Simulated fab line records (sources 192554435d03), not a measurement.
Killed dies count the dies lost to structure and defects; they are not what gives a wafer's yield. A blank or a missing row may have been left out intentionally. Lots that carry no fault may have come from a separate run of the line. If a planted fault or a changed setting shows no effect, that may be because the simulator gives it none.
fab line records :: flow n5_finfet :: part 2 of 2: steps 7 to 7 of 7
record:
  lots: 8
  wafers: 20
  last_day: 17
route steps=1938 shown BEOL_M4@1111 BEOL_M7@1297 BEOL_M15@1830 PASSIVATION@1936
lots that met no fault: from a run of the same line without faults
start_h: hours from the record's opening day to when the first of the lot's shown wafers began :: wait_h: hours elapsed since this lot's preceding step :: " unchanged from the row above :: L1.1+2: one row covering several wafers at once :: - value missing, or start not given :: * or withheld: withheld :: < > ~ a bound
route shown NAME@n: names a module that has steps shown in the file, with the first one's number in the route :: usual: average and standard deviation across the fault-free wafers :: same: alike in all rows :: chamber/n: place in a boat :: sites: per-site readings :: _std_site: the standard deviation of these :: _edge_site: inner sites' mean taken away from outer sites' mean :: radius_mm: for every site, how far away it sits from the centre of the wafer :: mask NAME#n: copy n :: behind: tool/chamber where the wafer was last shaped :: hold: the reason the lot was held/the length of the hold in hours/how it ended :: device: the transistor (n, p or np) that didn't switch :: end of line: the route-end tests of the same wafers :: a step given without rows: its recipe and nothing more :: killed: dies that structure and defects cost at the first sort, which is not the same as the wafer's yield :: map: the dies of a wafer, with x for killed, . for not killed, _ for no die there
set.NAME: setting as actually run; set.NAME@STEP: the setting as run at that earlier step :: model.NAME: the simulator's own value behind a step, which no gauge read
a sample of lots followed through the steps of the route, with each step as a table and each wafer as a row
services: when a tool's chamber went out of use (start_h, in hours from the record's first day, below 0 if earlier), for how many hours, and the reason
== steps ==
step: N5_PASSIVATION_PROBE_49
usual:
  defect_limited_yield: 91.3/1.5
  killed_at_M0_to_M3: 33/12
  killed_at_M4_up: 15/5.2
  killed_at_contacts: 12/5.1
  killed_at_front_end: 39/11
  killed_at_other: 5/3.6
  killed_dies: 103/18
  killed_open: 67/13
  killed_short: 33/7.8
  sort_bin_4_leakage: 0/0
  sort_bin_5_function: 5.1/0.96
  sort_bin_6_memory: 3.2/0.71
  sort_n_pass: 1077/18
  sort_yield_pct: 91.3/1.5
same:
  gross_dies: 1180
  killed_at_back_side: 0
  sort_bin_8_speed[%]: 0
lot.wafer: L900.1
tool: prober-02
chamber: -
start_h: 261.21
wait_h: 0.0
defect_limited_yield[%]: 91.9
killed_at_M0_to_M3: 32
killed_at_M4_up: 16
killed_at_contacts: 17
killed_at_front_end: 31
killed_at_other: 0
killed_dies: 96
killed_open: 64
killed_short: 32
sort_bin_4_leakage[%]: 0
sort_bin_5_function[%]: 4.6
sort_bin_6_memory[%]: 3.3
sort_n_pass: 1084
sort_yield_pct[%]: 91.9

lot.wafer: L900.4
tool: prober-02
chamber: -
start_h: 261.36
wait_h: 0.2
defect_limited_yield[%]: 88.2
killed_at_M0_to_M3: 47
killed_at_M4_up: 10
killed_at_contacts: 14
killed_at_front_end: 63
killed_at_other: 5
killed_dies: 139
killed_open: 84
killed_short: 47
sort_bin_4_leakage[%]: 0
sort_bin_5_function[%]: 6.9
sort_bin_6_memory[%]: 3.8
sort_n_pass: 1041
sort_yield_pct[%]: 88.2

lot.wafer: L902.2
tool: prober-01
chamber: -
start_h: 278.74
wait_h: 0.1
defect_limited_yield[%]: 92.8
killed_at_M0_to_M3: 12
killed_at_M4_up: 17
killed_at_contacts: 20
killed_at_front_end: 35
killed_at_other: 1
killed_dies: 85
killed_open: 54
killed_short: 23
sort_bin_4_leakage[%]: 0
sort_bin_5_function[%]: 4.1
sort_bin_6_memory[%]: 2.3
sort_n_pass: 1095
sort_yield_pct[%]: 92.8

lot.wafer: L902.5
tool: prober-01
chamber: -
start_h: 278.89
wait_h: 0.2
defect_limited_yield[%]: 92.3
killed_at_M0_to_M3: 28
killed_at_M4_up: 15
killed_at_contacts: 18
killed_at_front_end: 26
killed_at_other: 4
killed_dies: 91
killed_open: 69
killed_short: 20
sort_bin_4_leakage[%]: 0
sort_bin_5_function[%]: 3.4
sort_bin_6_memory[%]: 4.1
sort_n_pass: 1089
sort_yield_pct[%]: 92.3

lot.wafer: L905.2
tool: prober-01
chamber: -
start_h: 286.51
wait_h: 0.1
defect_limited_yield[%]: 89.1
killed_at_M0_to_M3: 46
killed_at_M4_up: 16
killed_at_contacts: 10
killed_at_front_end: 45
killed_at_other: 12
killed_dies: 129
killed_open: 73
killed_short: 56
sort_bin_4_leakage[%]: 0
sort_bin_5_function[%]: 6.2
sort_bin_6_memory[%]: 4.2
sort_n_pass: 1051
sort_yield_pct[%]: 89.1

lot.wafer: L905.3
tool: prober-01
chamber: -
start_h: 286.56
wait_h: 0.1
defect_limited_yield[%]: 89.3
killed_at_M0_to_M3: 50
killed_at_M4_up: 12
killed_at_contacts: 17
killed_at_front_end: 43
killed_at_other: 4
killed_dies: 126
killed_open: 98
killed_short: 28
sort_bin_4_leakage[%]: 0
sort_bin_5_function[%]: 5.7
sort_bin_6_memory[%]: 4.6
sort_n_pass: 1054
sort_yield_pct[%]: 89.3

lot.wafer: L905.6
tool: prober-01
chamber: -
start_h: 286.71
wait_h: 0.3
defect_limited_yield[%]: 91.7
killed_at_M0_to_M3: 37
killed_at_M4_up: 14
killed_at_contacts: 7
killed_at_front_end: 34
killed_at_other: 6
killed_dies: 98
killed_open: 63
killed_short: 35
sort_bin_4_leakage[%]: 0
sort_bin_5_function[%]: 4.9
sort_bin_6_memory[%]: 3.2
sort_n_pass: 1082
sort_yield_pct[%]: 91.7

lot.wafer: L910.2
tool: prober-02
chamber: -
start_h: 327.95
wait_h: 0.1
defect_limited_yield[%]: 89.3
killed_at_M0_to_M3: 61
killed_at_M4_up: 8
killed_at_contacts: 13
killed_at_front_end: 43
killed_at_other: 1
killed_dies: 126
killed_open: 76
killed_short: 35
sort_bin_4_leakage[%]: 0
sort_bin_5_function[%]: 5.7
sort_bin_6_memory[%]: 3.5
sort_n_pass: 1054
sort_yield_pct[%]: 89.3

lot.wafer: L910.3
tool: prober-02
chamber: -
start_h: 328.00
wait_h: 0.1
defect_limited_yield[%]: 92.8
killed_at_M0_to_M3: 36
killed_at_M4_up: 23
killed_at_contacts: 3
killed_at_front_end: 16
killed_at_other: 7
killed_dies: 85
killed_open: 45
killed_short: 35
sort_bin_4_leakage[%]: 0
sort_bin_5_function[%]: 4.9
sort_bin_6_memory[%]: 2.0
sort_n_pass: 1095
sort_yield_pct[%]: 92.8

lot.wafer: L910.6
tool: prober-02
chamber: -
start_h: 328.15
wait_h: 0.3
defect_limited_yield[%]: 90.8
killed_at_M0_to_M3: 35
killed_at_M4_up: 22
killed_at_contacts: 6
killed_at_front_end: 43
killed_at_other: 3
killed_dies: 109
killed_open: 63
killed_short: 40
sort_bin_4_leakage[%]: 0.51
sort_bin_5_function[%]: 5.5
sort_bin_6_memory[%]: 3.2
sort_n_pass: 1071
sort_yield_pct[%]: 90.8

lot.wafer: L912.2
tool: prober-01
chamber: -
start_h: 348.63
wait_h: 0.1
defect_limited_yield[%]: 91.1
killed_at_M0_to_M3: 22
killed_at_M4_up: 33
killed_at_contacts: 5
killed_at_front_end: 40
killed_at_other: 5
killed_dies: 105
killed_open: 53
killed_short: 25
sort_bin_4_leakage[%]: 1.10
sort_bin_5_function[%]: 4.3
sort_bin_6_memory[%]: 2.1
sort_n_pass: 1075
sort_yield_pct[%]: 91.1

lot.wafer: L912.4
tool: prober-01
chamber: -
start_h: 348.73
wait_h: 0.2
defect_limited_yield[%]: 91.6
killed_at_M0_to_M3: 24
killed_at_M4_up: 19
killed_at_contacts: 13
killed_at_front_end: 41
killed_at_other: 2
killed_dies: 99
killed_open: 49
killed_short: 42
sort_bin_4_leakage[%]: 0
sort_bin_5_function[%]: 4.5
sort_bin_6_memory[%]: 3.1
sort_n_pass: 1081
sort_yield_pct[%]: 91.6

lot.wafer: L912.6
tool: prober-01
chamber: -
start_h: 348.83
wait_h: 0.3
defect_limited_yield[%]: 91.7
killed_at_M0_to_M3: 21
killed_at_M4_up: 28
killed_at_contacts: 6
killed_at_front_end: 37
killed_at_other: 6
killed_dies: 98
killed_open: 41
killed_short: 28
sort_bin_4_leakage[%]: 1.27
sort_bin_5_function[%]: 2.9
sort_bin_6_memory[%]: 2.5
sort_n_pass: 1082
sort_yield_pct[%]: 91.7

lot.wafer: L915.3
tool: prober-02
chamber: -
start_h: 366.23
wait_h: 0.1
defect_limited_yield[%]: 91.7
killed_at_M0_to_M3: 35
killed_at_M4_up: 26
killed_at_contacts: 9
killed_at_front_end: 26
killed_at_other: 2
killed_dies: 98
killed_open: 65
killed_short: 29
sort_bin_4_leakage[%]: 0
sort_bin_5_function[%]: 5.7
sort_bin_6_memory[%]: 2.4
sort_n_pass: 1082
sort_yield_pct[%]: 91.7

lot.wafer: L915.4
tool: prober-02
chamber: -
start_h: 366.28
wait_h: 0.2
defect_limited_yield[%]: 92.6
killed_at_M0_to_M3: 54
killed_at_M4_up: 8
killed_at_contacts: 7
killed_at_front_end: 13
killed_at_other: 5
killed_dies: 87
killed_open: 55
killed_short: 31
sort_bin_4_leakage[%]: 0
sort_bin_5_function[%]: 4.6
sort_bin_6_memory[%]: 2.5
sort_n_pass: 1093
sort_yield_pct[%]: 92.6

lot.wafer: L915.6
tool: prober-02
chamber: -
start_h: 366.38
wait_h: 0.3
defect_limited_yield[%]: 89.4
killed_at_M0_to_M3: 43
killed_at_M4_up: 11
killed_at_contacts: 19
killed_at_front_end: 51
killed_at_other: 1
killed_dies: 125
killed_open: 81
killed_short: 37
sort_bin_4_leakage[%]: 0
sort_bin_5_function[%]: 6.4
sort_bin_6_memory[%]: 3.1
sort_n_pass: 1055
sort_yield_pct[%]: 89.4

lot.wafer: L921.5
tool: prober-02
chamber: -
start_h: 397.65
wait_h: 0.2
defect_limited_yield[%]: 90.7
killed_at_M0_to_M3: 37
killed_at_M4_up: 16
killed_at_contacts: 5
killed_at_front_end: 49
killed_at_other: 3
killed_dies: 110
killed_open: 71
killed_short: 35
sort_bin_4_leakage[%]: 0
sort_bin_5_function[%]: 5.8
sort_bin_6_memory[%]: 3.1
sort_n_pass: 1070
sort_yield_pct[%]: 90.7

lot.wafer: L921.6
tool: prober-02
chamber: -
start_h: 397.70
wait_h: 0.3
defect_limited_yield[%]: 90.9
killed_at_M0_to_M3: 25
killed_at_M4_up: 17
killed_at_contacts: 10
killed_at_front_end: 51
killed_at_other: 4
killed_dies: 107
killed_open: 60
killed_short: 38
sort_bin_4_leakage[%]: 0
sort_bin_5_function[%]: 4.8
sort_bin_6_memory[%]: 3.2
sort_n_pass: 1073
sort_yield_pct[%]: 90.9

lot.wafer: L923.2
tool: prober-02
chamber: -
start_h: 415.98
wait_h: 0.1
defect_limited_yield[%]: 92.0
killed_at_M0_to_M3: 26
killed_at_M4_up: 13
killed_at_contacts: 17
killed_at_front_end: 31
killed_at_other: 7
killed_dies: 94
killed_open: 63
killed_short: 30
sort_bin_4_leakage[%]: 0
sort_bin_5_function[%]: 4.3
sort_bin_6_memory[%]: 3.4
sort_n_pass: 1086
sort_yield_pct[%]: 92.0

lot.wafer: L923.5
tool: prober-02
chamber: -
start_h: 416.13
wait_h: 0.2
defect_limited_yield[%]: 88.8
killed_at_M0_to_M3: 53
killed_at_M4_up: 14
killed_at_contacts: 18
killed_at_front_end: 46
killed_at_other: 1
killed_dies: 132
killed_open: 97
killed_short: 34
sort_bin_4_leakage[%]: 0
sort_bin_5_function[%]: 6.9
sort_bin_6_memory[%]: 3.8
sort_n_pass: 1048
sort_yield_pct[%]: 88.8
killed by level:class
L900.1 MOL_CONTACT_COAG:geometric_particle:open=14 BEOL_M2:geometric_particle:open=9 BEOL_M3:geometric_particle:open=8 FIN_SAQP:geometric_particle:open=6 DUMMY_GATE:geometric_particle:open=6 FIN_SAQP:geometric_particle:short=5 BEOL_M0_SAQP:geometric_particle:short=4 BEOL_M5:geometric_particle:open=4
L900.4 STI_FIN_REVEAL:geometric_particle:open=14 MOL_CONTACT_COAG:geometric_particle:open=11 BEOL_M2:geometric_particle:open=10 BEOL_M0_SAQP:geometric_particle:short=9 HKMG_FIN:area_etch=8 DUMMY_GATE:geometric_particle:open=7 BEOL_M3:geometric_particle:open=7 BEOL_M3:geometric_particle:short=7
L902.2 MOL_CONTACT_COAG:geometric_particle:open=14 BEOL_M4:geometric_particle:open=8 HKMG_FIN:area_etch=8 STI_FIN_REVEAL:geometric_particle:open=6 MOL_CONTACT_COAG:geometric_particle:short=6 FIN_SAQP:geometric_particle:open=5 GATE_CUT:geometric_particle:open=5 BEOL_M0_SAQP:geometric_particle:short=4
L902.5 MOL_CONTACT_COAG:geometric_particle:open=16 STI_FIN_REVEAL:geometric_particle:open=9 BEOL_M2:geometric_particle:open=9 BEOL_M3:geometric_particle:short=5 FIN_SAQP:geometric_particle:open=4 STI_FIN_REVEAL:geometric_particle:short=4 BEOL_M3:geometric_particle:open=4 BEOL_M4:geometric_particle:open=4
L905.2 BEOL_M0_SAQP:geometric_particle:short=14 GATE_CUT:geometric_particle:short=11 BEOL_M0_SAQP:geometric_particle:open=10 GATE_CUT:geometric_particle:open=9 MOL_CONTACT_COAG:geometric_particle:open=7 STI_FIN_REVEAL:geometric_particle:open=6 BEOL_M2:geometric_particle:open=6 BEOL_M3:geometric_particle:open=6
L905.3 MOL_CONTACT_COAG:geometric_particle:open=16 STI_FIN_REVEAL:geometric_particle:open=15 BEOL_M2:geometric_particle:open=15 BEOL_M1:geometric_particle:open=10 FIN_SAQP:geometric_particle:open=8 BEOL_M3:geometric_particle:open=6 BEOL_M0_SAQP:geometric_particle:open=5 STI_FIN_REVEAL:geometric_particle:short=4
L905.6 BEOL_M0_SAQP:geometric_particle:short=9 STI_FIN_REVEAL:geometric_particle:open=8 MOL_CONTACT_COAG:geometric_particle:open=7 FIN_SAQP:geometric_particle:open=6 BEOL_M1:geometric_particle:open=6 BEOL_M2:geometric_particle:open=6 BEOL_M3:geometric_particle:short=6 FIN_SAQP:geometric_particle:short=5
L910.2 BEOL_M0_SAQP:geometric_particle:open=14 HKMG_FIN:area_etch=14 BEOL_M0_SAQP:geometric_particle:short=12 BEOL_M3:geometric_particle:open=10 MOL_CONTACT_COAG:geometric_particle:open=9 BEOL_M1:geometric_particle:open=7 FIN_SAQP:geometric_particle:open=6 STI_FIN_REVEAL:geometric_particle:open=6
L910.3 BEOL_M0_SAQP:geometric_particle:short=14 BEOL_M0_SAQP:geometric_particle:open=8 BEOL_M2:geometric_particle:open=7 BEOL_M4:geometric_particle:open=6 BEOL_M5:geometric_particle:short=4 PAD_METAL:geometric_particle:open=4 STARTING-WAFER:geometric_particle:short=4 MOL_CONTACT_COAG:geometric_particle:open=3
L910.6 BEOL_M0_SAQP:geometric_particle:short=11 DUMMY_GATE:geometric_particle:open=10 BEOL_M4:geometric_particle:open=9 STI_FIN_REVEAL:geometric_particle:open=7 MOL_CONTACT_COAG:geometric_particle:open=6 BEOL_M1:geometric_particle:open=6 BEOL_M2:geometric_particle:open=6 M7:area_ald=6
L912.2 M7:area_ald=13 HKMG_FIN:area_etch=13 BEOL_M4:geometric_particle:open=11 BEOL_M0_SAQP:geometric_particle:open=10 BEOL_M0_SAQP:geometric_particle:short=8 STI_FIN_REVEAL:geometric_particle:open=7 FIN_SAQP:geometric_particle:open=6 FIN_SAQP:geometric_particle:short=4
L912.4 FIN_SAQP:geometric_particle:short=13 FIN_SAQP:geometric_particle:open=10 BEOL_M4:geometric_particle:open=8 MOL_CONTACT_COAG:geometric_particle:open=7 HKMG_FIN:area_etch=7 MOL_CONTACT_COAG:geometric_particle:short=6 BEOL_M0_SAQP:geometric_particle:short=6 BEOL_M2:geometric_particle:open=6
L912.6 M7:area_ald=15 HKMG_FIN:area_etch=14 BEOL_M4:geometric_particle:open=7 BEOL_M0_SAQP:geometric_particle:short=6 BEOL_M2:geometric_particle:open=5 FIN_SAQP:geometric_particle:open=4 MOL_CONTACT_COAG:geometric_particle:open=4 BEOL_M0_SAQP:geometric_particle:open=4
L915.3 BEOL_M2:geometric_particle:open=10 BEOL_M3:geometric_particle:open=10 STI_FIN_REVEAL:geometric_particle:open=9 MOL_CONTACT_COAG:geometric_particle:open=8 GATE_CUT:geometric_particle:short=5 BEOL_M1:geometric_particle:open=5 BEOL_M4:geometric_particle:short=5 STI_FIN_REVEAL:geometric_particle:short=4
L915.4 BEOL_M3:geometric_particle:open=16 BEOL_M0_SAQP:geometric_particle:open=12 BEOL_M0_SAQP:geometric_particle:short=9 STI_FIN_REVEAL:geometric_particle:open=6 BEOL_M3:geometric_particle:short=5 MOL_CONTACT_COAG:geometric_particle:open=4 BEOL_M1:geometric_particle:short=4 MOL_CONTACT_COAG:geometric_particle:short=3
L915.6 STI_FIN_REVEAL:geometric_particle:open=22 BEOL_M3:geometric_particle:open=16 MOL_CONTACT_COAG:geometric_particle:open=15 BEOL_M3:geometric_particle:short=8 BEOL_M0_SAQP:geometric_particle:open=6 HKMG_FIN:area_etch=6 BEOL_M0_SAQP:geometric_particle:short=5 FIN_SAQP:geometric_particle:short=4
L921.5 GATE_CUT:geometric_particle:short=11 STI_FIN_REVEAL:geometric_particle:open=10 FIN_SAQP:geometric_particle:short=8 BEOL_M0_SAQP:geometric_particle:open=8 BEOL_M3:geometric_particle:open=8 BEOL_M0_SAQP:geometric_particle:short=7 BEOL_M2:geometric_particle:open=7 DUMMY_GATE:geometric_particle:open=6
L921.6 FIN_SAQP:geometric_particle:short=10 FIN_SAQP:geometric_particle:open=9 BEOL_M2:geometric_particle:open=9 MOL_CONTACT_COAG:geometric_particle:open=8 STI_FIN_REVEAL:geometric_particle:open=6 GATE_CUT:geometric_particle:short=6 BEOL_M3:geometric_particle:open=6 HKMG_FIN:area_etch=6
L923.2 MOL_CONTACT_COAG:geometric_particle:open=15 FIN_SAQP:geometric_particle:short=9 FIN_SAQP:geometric_particle:open=8 STARTING-WAFER:geometric_particle:short=5 BEOL_M0_SAQP:geometric_particle:open=5 BEOL_M3:geometric_particle:open=5 BEOL_M0_SAQP:geometric_particle:short=4 BEOL_M1:geometric_particle:open=4
L923.5 BEOL_M0_SAQP:geometric_particle:open=21 FIN_SAQP:geometric_particle:open=18 MOL_CONTACT_COAG:geometric_particle:open=16 BEOL_M3:geometric_particle:open=12 BEOL_M0_SAQP:geometric_particle:short=8 FIN_SAQP:geometric_particle:short=6 STI_FIN_REVEAL:geometric_particle:open=6 DUMMY_GATE:geometric_particle:open=4
== services ==
tool: rie_diel-02
chamber: 1
start_h: 178.83
hours: 7.1
kind: repair

tool: ald_metal-03
chamber: -
start_h: 189.49
hours: 0.4
kind: repair

tool: rie_diel-02
chamber: 2
start_h: 196.07
hours: -
kind: clean

tool: rie_diel-02
chamber: 2
start_h: 196.07
hours: -
kind: consumable_replace:focus_ring

tool: rie_diel-01
chamber: 2
start_h: 220.13
hours: 3.2
kind: repair

tool: ald_metal-02
chamber: -
start_h: 230.35
hours: 14.6
kind: pm

tool: rie_diel-02
chamber: 3
start_h: 236.85
hours: -
kind: clean

tool: rie_diel-02
chamber: 3
start_h: 236.85
hours: -
kind: consumable_replace:focus_ring

tool: rie_diel-02
chamber: 3
start_h: 236.85
hours: 19.3
kind: scheduled_down

tool: ald_metal-02
chamber: -
start_h: 247.86
hours: 6.0
kind: pm

tool: ald_metal-04
chamber: 0
start_h: 251.33
hours: 5.2
kind: repair

tool: ald_metal-02
chamber: -
start_h: 254.19
hours: 0.4
kind: repair

tool: rie_diel-02
chamber: 3
start_h: 266.56
hours: 10.3
kind: repair

tool: ald_metal-02
chamber: -
start_h: 271.66
hours: 0.2
kind: repair

tool: rie_diel-01
chamber: 3
start_h: 276.92
hours: -
kind: clean

tool: rie_diel-01
chamber: 3
start_h: 276.92
hours: -
kind: consumable_replace:focus_ring

tool: rie_diel-01
chamber: 3
start_h: 276.92
hours: 17.9
kind: scheduled_down

tool: rie_diel-01
chamber: 3
start_h: 276.92
hours: 17.9
kind: vent_cycle

tool: rie_diel-01
chamber: 2
start_h: 298.99
hours: -
kind: clean

tool: rie_diel-01
chamber: 2
start_h: 298.99
hours: -
kind: consumable_replace:focus_ring

tool: rie_diel-01
chamber: 2
start_h: 298.99
hours: 20.1
kind: scheduled_down

tool: rie_diel-01
chamber: 2
start_h: 298.99
hours: 20.1
kind: vent_cycle

tool: rie_diel-02
chamber: 3
start_h: 320.24
hours: 22.2
kind: repair

tool: ald_metal-02
chamber: -
start_h: 337.32
hours: 14.0
kind: pm
== key ==
first_sign:
  step: N5_BEOL_M7_ALD_77
  reading: ald_cycles
  direction: down
  sigmas: 99+
  usual: *
  struck: *
effect:
  step: N5_BEOL_M15_RC_MEAS_101
  reading: COMB_M7
  direction: up
  sigmas: 16
  usual: 2.7e-11
  struck: 1.06e-10
effect:
  step: N5_PASSIVATION_PROBE_49
  reading: sort_bin_4_leakage
  direction: up
  sigmas: 11
  usual: 0
  struck: 0.96
met_at N5_BEOL_M7_ALD_77
struck_lots L910,L912
struck_wafers L910.6,L912.2,L912.6
baseline_loss:
  step: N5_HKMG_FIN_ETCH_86
  wafers: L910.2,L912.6
not_acting_at N5_BEOL_M7_OVL_MEAS_29,N5_BEOL_M7_STRIP_36,N5_BEOL_M7_ETCH_41
onset_between 216.46 256.49
fault:
  kind: process_parameter_drift
  tool: ald_metal-03
  chamber: 3
  onset_h: 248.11
  steps: N5_BEOL_M7_ALD_77
  channel: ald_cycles
  offset: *
  shape: step
  end_h: 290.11
  acts_in: *
  stated: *
baseline_loss: these wafers lose ten dies or more at that step, a loss of the line's own and not of a fault; the sort's usual values leave them out
